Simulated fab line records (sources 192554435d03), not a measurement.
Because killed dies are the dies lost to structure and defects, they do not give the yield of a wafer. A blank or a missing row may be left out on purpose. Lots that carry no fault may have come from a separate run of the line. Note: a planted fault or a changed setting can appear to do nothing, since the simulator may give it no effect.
Chamber matching || flow n5Finfet || N5_MOL_CONTACT_COAG_ETCH_110 on rieDiel-05: 4 sister chambers
The step etches Si in CF4/O2, target depth 2.5 nm, time 8 s. 14 wafers are shown with their chamber, then 7 later ones without.

== WAFERS, EACH WITH ITS CHAMBER ==
{"wafer": "L074.1", "chamber": 3, "drypumpMotorCurrentA (A)": 5.8, "showerheadPlenumPTorr (Torr)": 2.23, "rfVppV (V)": 127}
{"wafer": "L074.2", "chamber": 2, "drypumpMotorCurrentA (A)": 5.3, "showerheadPlenumPTorr (Torr)": 2.23, "rfVppV (V)": 125}
{"wafer": "L074.4", "chamber": 0, "drypumpMotorCurrentA (A)": 6.0, "showerheadPlenumPTorr (Torr)": 2.13, "rfVppV (V)": 124}
{"wafer": "L076.2", "chamber": 0, "drypumpMotorCurrentA (A)": 6.0, "showerheadPlenumPTorr (Torr)": 2.13, "rfVppV (V)": 123}
{"wafer": "L076.3", "chamber": 1, "drypumpMotorCurrentA (A)": 5.3, "showerheadPlenumPTorr (Torr)": 2.28, "rfVppV (V)": 121}
{"wafer": "L076.5", "chamber": 0, "drypumpMotorCurrentA (A)": 6.0, "showerheadPlenumPTorr (Torr)": 2.13, "rfVppV (V)": 125}
{"wafer": "L078.1", "chamber": 0, "drypumpMotorCurrentA (A)": 5.9, "showerheadPlenumPTorr (Torr)": 2.13, "rfVppV (V)": 125}
{"wafer": "L078.2", "chamber": 2, "drypumpMotorCurrentA (A)": 5.3, "showerheadPlenumPTorr (Torr)": 2.23, "rfVppV (V)": 126}
{"wafer": "L078.6", "chamber": 2, "drypumpMotorCurrentA (A)": 5.3, "showerheadPlenumPTorr (Torr)": 2.23, "rfVppV (V)": 125}
{"wafer": "L084.2", "chamber": 1, "drypumpMotorCurrentA (A)": 5.3, "showerheadPlenumPTorr (Torr)": 2.28, "rfVppV (V)": 122}
{"wafer": "L084.3", "chamber": 3, "drypumpMotorCurrentA (A)": 5.8, "showerheadPlenumPTorr (Torr)": 2.22, "rfVppV (V)": 125}
{"wafer": "L084.6", "chamber": 0, "drypumpMotorCurrentA (A)": 6.0, "showerheadPlenumPTorr (Torr)": 2.12, "rfVppV (V)": 124}
{"wafer": "L087.3", "chamber": 3, "drypumpMotorCurrentA (A)": 5.8, "showerheadPlenumPTorr (Torr)": 2.22, "rfVppV (V)": 125}
{"wafer": "L087.5", "chamber": 2, "drypumpMotorCurrentA (A)": 5.3, "showerheadPlenumPTorr (Torr)": 2.22, "rfVppV (V)": 127}

SIGNATURES (means of the wafers above)
{"reading": "drypumpMotorCurrentA", "chamber 0": 5.980, "chamber 1": 5.300, "chamber 2": 5.300, "chamber 3": 5.800, "scatter within a chamber": 0.0283}
{"reading": "showerheadPlenumPTorr", "chamber 0": 2.1280, "chamber 1": 2.2800, "chamber 2": 2.2275, "chamber 3": 2.2233, "scatter within a chamber": 0.00471}
{"reading": "rfVppV", "chamber 0": 124.20, "chamber 1": 121.50, "chamber 2": 125.75, "chamber 3": 125.67, "scatter within a chamber": 0.934}
Rule: for a wafer and a chamber, the distance is found by dividing, reading by reading, the gap between the wafer's reading and the chamber's mean by the reading's scatter, squaring, summing and taking the root. If the next closest chamber is less than 2 further off than the closest, the wafer can't be placed; otherwise it belongs to the closest. The scatter is the square root of a quotient: the sum, over the shown wafers, of each reading's squared deviation from its chamber's mean, divided by wafers minus chambers.

== WAFERS MISSING THEIR CHAMBER ==
{"wafer": "L087.6", "drypumpMotorCurrentA (A)": 5.3, "showerheadPlenumPTorr (Torr)": 2.27, "rfVppV (V)": 122}
{"wafer": "L088.1", "drypumpMotorCurrentA (A)": 5.3, "showerheadPlenumPTorr (Torr)": 2.22, "rfVppV (V)": 127}
{"wafer": "L088.5", "drypumpMotorCurrentA (A)": 5.3, "showerheadPlenumPTorr (Torr)": 2.22, "rfVppV (V)": 127}
{"wafer": "L088.6", "drypumpMotorCurrentA (A)": 5.8, "showerheadPlenumPTorr (Torr)": 2.22, "rfVppV (V)": 126}
{"wafer": "L090.2", "drypumpMotorCurrentA (A)": 5.8, "showerheadPlenumPTorr (Torr)": 2.22, "rfVppV (V)": 126}
{"wafer": "L090.4", "drypumpMotorCurrentA (A)": 5.3, "showerheadPlenumPTorr (Torr)": 2.27, "rfVppV (V)": 123}
{"wafer": "L090.5", "drypumpMotorCurrentA (A)": 6.0, "showerheadPlenumPTorr (Torr)": 2.12, "rfVppV (V)": 124}

== EACH ONE'S CHAMBER ==
{"wafer": "L087.6", "from the rows above": 1, "in truth": 1}
{"wafer": "L088.1", "from the rows above": 2, "in truth": 2}
{"wafer": "L088.5", "from the rows above": 2, "in truth": 2}
{"wafer": "L088.6", "from the rows above": 3, "in truth": 3}
{"wafer": "L090.2", "from the rows above": 3, "in truth": 3}
{"wafer": "L090.4", "from the rows above": 1, "in truth": 1}
{"wafer": "L090.5", "from the rows above": 0, "in truth": 0}
Correct placement for 7 of the 7. From these rows, 0 cannot be placed. 0 placed wrongly.
